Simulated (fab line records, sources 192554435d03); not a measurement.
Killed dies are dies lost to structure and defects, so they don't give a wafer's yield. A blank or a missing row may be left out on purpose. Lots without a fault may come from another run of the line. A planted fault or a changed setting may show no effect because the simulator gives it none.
Chamber matching | flow n5_finfet | N5_BEOL_M3_DEP_57 on pecvd-02: 3 sister chambers
The step deposits SiCN from 3MS/NH3, target thk 8 nm, time 14 s. 3 wafers are shown with their chamber, then 8 later ones without.

WAFERS WITH THEIR CHAMBER
wafer  | chamber | throttle_valve_pct (%)
L087.1 | 1       | 9.4
L087.6 | 2       | 8.8
L093.1 | 0       | 9.1

WAFERS WITHOUT THEIR CHAMBER
wafer  | throttle_valve_pct (%)
L093.2 | 9.6
L093.4 | 8.6
L091.1 | 9.6
L091.2 | 8.5
L091.3 | 9.3
L096.1 | 9.8
L096.2 | 8.9
L096.4 | 9.8

WHICH CHAMBER EACH WENT THROUGH
wafer  | from the rows above          | in truth
L093.2 | can't be placed: 1 or 0      | 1
L093.4 | can't be placed: 2 or 0      | 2
L091.1 | can't be placed: 1 or 0      | 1
L091.2 | can't be placed: 2 or 0      | 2
L091.3 | can't be placed: 1 or 0 or 2 | 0
L096.1 | can't be placed: 1 or 0      | 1
L096.2 | can't be placed: 2 or 0 or 1 | 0
L096.4 | can't be placed: 1 or 0      | 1
Placed correctly: 0 of 8. Can't be placed from these rows: 8 (the true chamber is among the candidates in 8). Placed wrongly: 0.
How it was worked out, from the rows above alone: a wafer's distance from a chamber is the root of the sum, over the readings, of the square of ((its reading less the chamber's mean) divided by the reading's scatter). The wafer belongs to the nearest chamber; if the next one is less than 2 further off, it can't be placed. A chamber's mean is the mean of its shown wafers. The scatter: with one shown wafer a chamber, the root of the mean of the squares of how far each hidden wafer lies from its nearest shown one.
